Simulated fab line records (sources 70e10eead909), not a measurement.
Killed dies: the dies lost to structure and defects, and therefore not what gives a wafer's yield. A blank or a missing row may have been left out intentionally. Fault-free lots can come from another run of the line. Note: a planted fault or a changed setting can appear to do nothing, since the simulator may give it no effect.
What tool caused it?    flow nand harc    24 lots with 72 wafers sampled at 2 steps, on a route of 1302 steps

WHAT THE GAUGES READ, wafer by wafer
NHARC_A_CHANNEL_HOLE_D2_INSPECT_40. Usual: raw defect count reads 300 (standard deviation 120).
lot   measured      on                 raw defect count  flag
L076  day 13 21:20  defect inspect-02  352 355 287       
L075  day 13 21:52  defect inspect-02  255 182 226       
L074  day 14 01:28  defect inspect-01  254 195 236       
L077  day 15 01:08  defect inspect-02  229 243 538       
L078  day 15 04:32  defect inspect-01  246 282 382       
L080  day 15 16:51  defect inspect-01  176 205 211       
L079  day 15 17:15  defect inspect-02  345 237 188       
L081  day 16 17:05  defect inspect-02  275 269 222       
L082  day 17 02:07  defect inspect-02  200 353 543       
L083  day 17 06:20  defect inspect-02  279 283 185       
L085  day 17 19:32  defect inspect-02  397 364 324       
L084  day 17 22:58  defect inspect-01  287 237 318       
L086  day 18 12:43  defect inspect-01  408 490 312       
L088  day 19 03:32  defect inspect-02  361 571 400       
L087  day 19 07:21  defect inspect-01  245 332 229       
L089  day 19 07:43  defect inspect-02  208 239 207       
L091  day 19 21:26  defect inspect-01  720 382 508       
L090  day 19 22:59  defect inspect-02  287 296 297       
L093  day 20 22:14  defect inspect-01  238 166 190       
L092  day 20 22:40  defect inspect-02  189 232 300       
L094  day 22 02:30  defect inspect-02  227 279 224       
L096  day 22 12:00  defect inspect-02  289 316 176       
L095  day 22 20:07  defect inspect-01  229 214 257       
L097  day 23 08:29  defect inspect-01  216 155 300       

WHICH TOOL RAN EACH LOT (tool, then ch and the chambers of the sampled wafers, then the start)
lot   NHARC_A_CHANNEL_HOLE_D2_ETCH_22
L076  har etch-02 ch 1, day 13 16:32
L075  har etch-01 ch 0,1, day 13 16:46
L074  har etch-02 ch 0,1, day 13 20:37
L077  har etch-01 ch 0,1, day 14 20:22
L078  har etch-02 ch 1, day 14 23:42
L080  har etch-02 ch 0,1, day 15 12:10
L079  har etch-01 ch 0,1, day 15 12:31
L081  har etch-02 ch 1, day 16 12:13
L082  har etch-01 ch 0,1, day 16 21:16
L083  har etch-01 ch 0,1, day 17 01:38
L085  har etch-02 ch 0,1, day 17 14:59
L084  har etch-01 ch 0,1, day 17 18:19
L086  har etch-01 ch 1, day 18 07:49
L088  har etch-01 ch 0,1, day 18 22:48
L087  har etch-02 ch 0,1, day 19 02:32
L089  har etch-01 ch 0,1, day 19 02:58
L091  har etch-01 ch 0,1, day 19 16:31
L090  har etch-02 ch 0,1, day 19 18:08
L093  har etch-01 ch 0,1, day 20 17:23
L092  har etch-02 ch 0,1, day 20 17:55
L094  har etch-01 ch 0,1, day 21 21:39
L096  har etch-02 ch 0,1, day 22 07:10
L095  har etch-02 ch 0,1, day 22 15:21
L097  har etch-02 ch 0,1, day 23 03:43
- NHARC_A_CHANNEL_HOLE_D2_ETCH_22: etches the open film in C4F8/O2/Ar, time 666.7 s, target depth 1600 nm.

AS READ BY THE TOOLS THEMSELVES (means over the sampled wafers that have a number; for cases with no such wafer, the mark the record gives instead)
NHARC_A_CHANNEL_HOLE_D2_ETCH_22. Usual: drypump motor current A 6.1 A, standard deviation 0.31; mfc ar sccm 374.9 sccm, standard deviation 1.2; showerhead plenum p Torr 3.69 Torr, standard deviation 0.17; throttle valve pct 32.156 %, standard deviation 0.0088.
lot   tool         drypump motor current A (A)  mfc ar sccm (sccm)  showerhead plenum p Torr (Torr)  throttle valve pct (%)  flag
L076  har etch-02  5.7                          375.7               3.49                             32.160                  
L075  har etch-01  6.0                          373.7               3.64                             32.154                  
L074  har etch-02  6.2                          375.4               3.77                             32.151                  
L077  har etch-01  6.0                          374.6               3.63                             32.151                  
L078  har etch-02  5.7                          374.6               3.48                             32.155                  
L080  har etch-02  6.0                          375.2               3.62                             32.148                  
L079  har etch-01  6.0                          374.7               3.62                             32.155                  
L081  har etch-02  5.7                          373.4               3.47                             32.150                  
L082  har etch-01  6.0                          375.1               3.62                             32.157                  
L083  har etch-01  6.1                          377.1               3.57                             32.153                  
L085  har etch-02  6.0                          374.7               3.91                             32.158                  
L084  har etch-01  6.1                          376.2               3.56                             32.157                  
L086  har etch-01  5.9                          374.7               3.65                             32.155                  
L088  har etch-01  6.0                          375.1               3.59                             32.162                  
L087  har etch-02  6.0                          375.3               3.90                             32.152                  
L089  har etch-01  6.1                          374.7               3.55                             32.150                  
L091  har etch-01  6.1                          375.2               3.55                             32.161                  
L090  har etch-02  6.0                          374.7               3.90                             32.150                  
L093  har etch-01  6.0                          375.3               3.58                             32.156                  
L092  har etch-02  6.3                          374.0               3.87                             32.173                  
L094  har etch-01  6.1                          374.2               3.53                             32.151                  
L096  har etch-02  6.2                          374.8               3.86                             32.160                  
L095  har etch-02  6.0                          373.6               3.88                             32.151                  
L097  har etch-02  6.2                          376.5               3.86                             32.159                  

THE ANSWER, worked out from the rows above alone
Rule: a lot is off if the mean of its wafers that have a number lies more than 3 standard deviations from the usual mean. Also off: a lot with no number at a reading for which 4 or more lots have one. Any other lot the step has rows for is counted as sound. Order of review: gauges by route order, followed by the tools' own readings, for which a lot's mean as printed above is used. At the first step where some lot is off, the reading lying furthest off is the one used; lots without a number count as furthest.
No lot is off at any reading shown: from this, nothing can be told.

WHAT HAD BEEN PUT IN BY THE SIMULATOR
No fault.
